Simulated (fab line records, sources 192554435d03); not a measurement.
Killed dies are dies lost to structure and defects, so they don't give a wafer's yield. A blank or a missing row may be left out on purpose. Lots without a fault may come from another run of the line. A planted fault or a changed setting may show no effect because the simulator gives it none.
Chamber matching | flow n5_finfet | N5_SD_EPI_P_SD_RECESS_17 on rie_si-02: 4 sister chambers
The step chemistry HBr/Cl2/O2, target depth 39.1 nm, bt time 3 s. 14 wafers are shown with their chamber, then 7 later ones without.

WAFERS WITH THEIR CHAMBER
wafer  | chamber | drypump_motor_current_A (A) | throttle_valve_pct (%) | he_backside_leak_sccm (sccm)
L075.3 | 2       | 6.4                         | 37.12                  | 2.55
L075.4 | 1       | 5.3                         | 36.88                  | 2.33
L075.6 | 3       | 6.5                         | 37.22                  | 2.56
L081.1 | 0       | 5.3                         | 36.87                  | 2.67
L081.3 | 2       | 6.4                         | 37.14                  | 2.60
L081.6 | 3       | 6.4                         | 37.18                  | 2.50
L083.3 | 1       | 5.3                         | 36.87                  | 2.33
L083.5 | 1       | 5.3                         | 36.88                  | 2.37
L083.6 | 0       | 5.2                         | 36.87                  | 2.79
L084.2 | 1       | 5.3                         | 36.88                  | 2.34
L084.5 | 2       | 6.4                         | 37.11                  | 2.65
L084.6 | 1       | 5.3                         | 36.88                  | 2.32
L085.2 | 0       | 5.3                         | 36.85                  | 2.91
L085.3 | 2       | 6.4                         | 37.13                  | 2.70

SIGNATURES (means of the wafers above)
reading                 | chamber 0 | chamber 1 | chamber 2 | chamber 3 | scatter within a chamber
drypump_motor_current_A | 5.267     | 5.300     | 6.400     | 6.450     | 0.0342
throttle_valve_pct      | 36.8633   | 36.8780   | 37.1250   | 37.2000   | 0.0128
he_backside_leak_sccm   | 2.7900    | 2.3380    | 2.6250    | 2.5300    | 0.0668
Rule: a wafer's distance from a chamber is the root of the sum, over the readings, of the square of ((its reading less the chamber's mean) divided by the reading's scatter). The wafer belongs to the nearest chamber; if the next one is less than 2 further off, it can't be placed. The scatter: the root of (the sum of the squares of (reading less its chamber's mean) over the shown wafers, divided by (wafers less chambers)).

WAFERS WITHOUT THEIR CHAMBER
wafer  | drypump_motor_current_A (A) | throttle_valve_pct (%) | he_backside_leak_sccm (sccm)
L085.5 | 6.4                         | 37.12                  | 2.63
L094.1 | 6.4                         | 37.21                  | 2.53
L094.2 | 5.3                         | 36.87                  | 2.75
L094.4 | 5.4                         | 36.88                  | 2.36
L096.1 | 5.3                         | 36.85                  | 2.84
L096.3 | 6.4                         | 37.21                  | 2.45
L096.5 | 6.3                         | 37.12                  | 2.78

WHICH CHAMBER EACH WENT THROUGH
wafer  | from the rows above | in truth
L085.5 | 2                   | 2
L094.1 | 3                   | 3
L094.2 | 0                   | 0
L094.4 | 1                   | 1
L096.1 | 0                   | 0
L096.3 | 3                   | 3
L096.5 | 2                   | 2
Placed correctly: 7 of 7. Can't be placed from these rows: 0. Placed wrongly: 0.
